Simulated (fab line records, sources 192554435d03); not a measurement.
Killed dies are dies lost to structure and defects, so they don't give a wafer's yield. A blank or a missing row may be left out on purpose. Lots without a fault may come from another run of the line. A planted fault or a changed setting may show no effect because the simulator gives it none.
Chamber matching | flow n5_finfet | N5_BEOL_M4_ETCH_70 on rie_diel-02: 4 sister chambers
The step etches SOC in N2/H2, target depth 80 nm, overetch 24 nm, time 130 s. 18 wafers are shown with their chamber, then 9 later ones without.

WAFERS WITH THEIR CHAMBER
wafer  | chamber | drypump_motor_current_A (A) | showerhead_plenum_p_Torr (Torr) | rf_vpp_V (V)
L076.2 | 2       | 5.8                         | 2.49                            | 522.8
L076.3 | 3       | 6.0                         | 2.46                            | 521.4
L076.5 | 0       | 6.3                         | 2.34                            | 517.0
L077.3 | 3       | 6.0                         | 2.46                            | 522.3
L077.5 | 0       | 6.4                         | 2.34                            | 518.2
L077.6 | 3       | 6.0                         | 2.46                            | 522.1
L080.1 | 1       | 5.4                         | 2.65                            | 525.2
L080.3 | 0       | 6.3                         | 2.34                            | 517.9
L080.5 | 0       | 6.4                         | 2.34                            | 518.5
L084.1 | 2       | 5.8                         | 2.48                            | 522.0
L084.2 | 0       | 6.3                         | 2.33                            | 517.0
L084.4 | 3       | 6.0                         | 2.46                            | 522.3
L088.2 | 1       | 5.4                         | 2.64                            | 525.7
L088.5 | 3       | 6.0                         | 2.45                            | 521.4
L088.6 | 0       | 6.3                         | 2.33                            | 518.7
L090.1 | 0       | 6.3                         | 2.33                            | 518.0
L090.2 | 3       | 6.0                         | 2.45                            | 521.5
L090.6 | 3       | 6.0                         | 2.45                            | 521.8

SIGNATURES (means of the wafers above)
reading                  | chamber 0 | chamber 1 | chamber 2 | chamber 3 | scatter within a chamber
drypump_motor_current_A  | 6.329     | 5.400     | 5.800     | 6.000     | 0.0319
showerhead_plenum_p_Torr | 2.3357    | 2.6450    | 2.4850    | 2.4557    | 0.00562
rf_vpp_V                 | 517.900   | 525.450   | 522.400   | 521.829   | 0.545
Rule: a wafer's distance from a chamber is the root of the sum, over the readings, of the square of ((its reading less the chamber's mean) divided by the reading's scatter). The wafer belongs to the nearest chamber; if the next one is less than 2 further off, it can't be placed. The scatter: the root of (the sum of the squares of (reading less its chamber's mean) over the shown wafers, divided by (wafers less chambers)).

WAFERS WITHOUT THEIR CHAMBER
wafer  | drypump_motor_current_A (A) | showerhead_plenum_p_Torr (Torr) | rf_vpp_V (V)
L091.1 | 5.4                         | 2.64                            | 525.7
L091.3 | 5.8                         | 2.48                            | 525.0
L091.5 | 5.9                         | 2.45                            | 522.1
L095.1 | 5.4                         | 2.63                            | 525.9
L095.2 | 6.4                         | 2.32                            | 518.1
L095.4 | 5.8                         | 2.47                            | 522.7
L096.2 | 6.0                         | 2.45                            | 522.2
L096.3 | 6.4                         | 2.32                            | 515.6
L096.5 | 5.8                         | 2.47                            | 521.9

WHICH CHAMBER EACH WENT THROUGH
wafer  | from the rows above | in truth
L091.1 | 1                   | 1
L091.3 | 2                   | 2
L091.5 | 3                   | 3
L095.1 | 1                   | 1
L095.2 | 0                   | 0
L095.4 | 2                   | 2
L096.2 | 3                   | 3
L096.3 | 0                   | 0
L096.5 | 2                   | 2
Placed correctly: 9 of 9. Can't be placed from these rows: 0. Placed wrongly: 0.
